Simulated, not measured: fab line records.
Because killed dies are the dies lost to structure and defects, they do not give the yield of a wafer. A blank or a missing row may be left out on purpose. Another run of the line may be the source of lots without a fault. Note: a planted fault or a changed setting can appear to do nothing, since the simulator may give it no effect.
3 desks, one fault || flow n5-finfet || each desk has only its own numbers; what lay behind them comes last

AT THE TOOL OWNER'S DESK: euv-scanner-01
The tool's own readings at N5_MOL_CONTACT_COAG_EXPOSE_05 (exposes mask CA, defocus 0 nm): means of the sampled wafers that have a number, for each lot that ran on this tool. The brackets show how far a lot's mean lies from the usual mean; more than 4 standard deviations puts the lot out of limits, marked OUT.
Columns: A = exposure-dose-mJ-cm2 at N5_MOL_CONTACT_COAG_EXPOSE_05, usual 38.15
{"lot": "L831", "first seen here": "day 4 21:52", "A": 38.17}
{"lot": "L834", "first seen here": "day 5 18:31", "A": 38.15}
{"lot": "L836", "first seen here": "day 6 02:25", "A": 38.16}
{"lot": "L837", "first seen here": "day 6 10:36", "A": 38.12}
{"lot": "L838", "first seen here": "day 6 14:41", "A": 38.16}
{"lot": "L839", "first seen here": "day 6 19:13", "A": 38.19}
{"lot": "L842", "first seen here": "day 7 13:53", "A": 38.16}
{"lot": "L843", "first seen here": "day 7 21:46", "A": 38.14}
{"lot": "L848", "first seen here": "day 9 02:30", "A": 38.11}
{"lot": "L851", "first seen here": "day 9 21:31", "A": "39.80 (+44) OUT"}
{"lot": "L852", "first seen here": "day 10 05:42", "A": "39.56 (+37) OUT"}
This desk finds L851, L852 out of limits, L851 being first, at day 9 21:31 (exposure-dose-mJ-cm2 at N5_MOL_CONTACT_COAG_EXPOSE_05). Within limits: L831, L834, L836, L837, L838, L839, L842, L843, L848.

FROM THE METROLOGY DESK
Means of the sampled wafers that have a number, per lot and without regard to the tool the lot ran on: this is what the gauges read. The brackets show how far a lot's mean lies from the usual mean; more than 4 standard deviations puts the lot out of limits, marked OUT.
Columns: A = cd-nm at N5_MOL_CONTACT_COAG_CD_MEAS_08, usual 27.95 nm
{"lot": "L831", "first seen here": "day 4 21:59", "A": 27.86}
{"lot": "L833", "first seen here": "day 5 10:11", "A": 28.52}
{"lot": "L834", "first seen here": "day 5 18:38", "A": 28.02}
{"lot": "L836", "first seen here": "day 6 02:32", "A": 28.02}
{"lot": "L837", "first seen here": "day 6 10:44", "A": 27.80}
{"lot": "L838", "first seen here": "day 6 14:49", "A": 27.68}
{"lot": "L839", "first seen here": "day 6 19:20", "A": 28.19}
{"lot": "L840", "first seen here": "day 7 02:03", "A": 28.21}
{"lot": "L842", "first seen here": "day 7 14:01", "A": 27.74}
{"lot": "L843", "first seen here": "day 7 21:52", "A": 27.81}
{"lot": "L848", "first seen here": "day 9 02:38", "A": 27.59}
{"lot": "L851", "first seen here": "day 9 21:38", "A": 28.76}
{"lot": "L852", "first seen here": "day 10 05:49", "A": 28.67}
Finding of this desk: none of the 13 lots has anything out of limits.

THE DEFECT DESK
Per lot, the means of the sampled wafers with a number show what the inspections along the route counted. The brackets show how far a lot's mean lies from the usual mean; more than 4 standard deviations puts the lot out of limits, marked OUT.
Columns: A = raw-defect-count at N5_MOL_CONTACT_COAG_INSPECT_10, usual 66
{"lot": "L831", "first seen here": "day 4 22:04", "A": 57}
{"lot": "L833", "first seen here": "day 5 10:17", "A": 77}
{"lot": "L834", "first seen here": "day 5 18:43", "A": 76}
{"lot": "L836", "first seen here": "day 6 02:37", "A": 58}
{"lot": "L837", "first seen here": "day 6 10:49", "A": 60}
{"lot": "L838", "first seen here": "day 6 14:55", "A": 48}
{"lot": "L839", "first seen here": "day 6 19:25", "A": 70}
{"lot": "L840", "first seen here": "day 7 02:08", "A": 71}
{"lot": "L842", "first seen here": "day 7 14:07", "A": 76}
{"lot": "L843", "first seen here": "day 7 21:57", "A": 42}
{"lot": "L848", "first seen here": "day 9 02:43", "A": 69}
{"lot": "L851", "first seen here": "day 9 21:43", "A": 62}
{"lot": "L852", "first seen here": "day 10 05:54", "A": 56}
Finding of this desk: none of the 13 lots has anything out of limits.

PUT TOGETHER
On L851, L852, at day 9 21:31, an alarm was possible from the tool owner's desk.
From the metrology desk's view, nothing was out of limits.
The defect desk saw nothing out of limits.
The metrology desk has L851, L852 on record, within its limits.
The defect desk has L851, L852 on record, within its limits.
On euv-scanner-01, each named lot ran N5_MOL_CONTACT_COAG_EXPOSE_05.

WHAT WAS PUT IN BY THE SIMULATOR
Drift in process parameters on euv-scanner-01 at N5_MOL_CONTACT_COAG_EXPOSE_05, starting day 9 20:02. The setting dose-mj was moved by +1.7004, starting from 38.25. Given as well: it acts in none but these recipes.
Lots struck among those shown: L851, L852.
How many hours passed from the start of the fault until each desk's first out-of-limits reading: the tool owner's desk, 1.
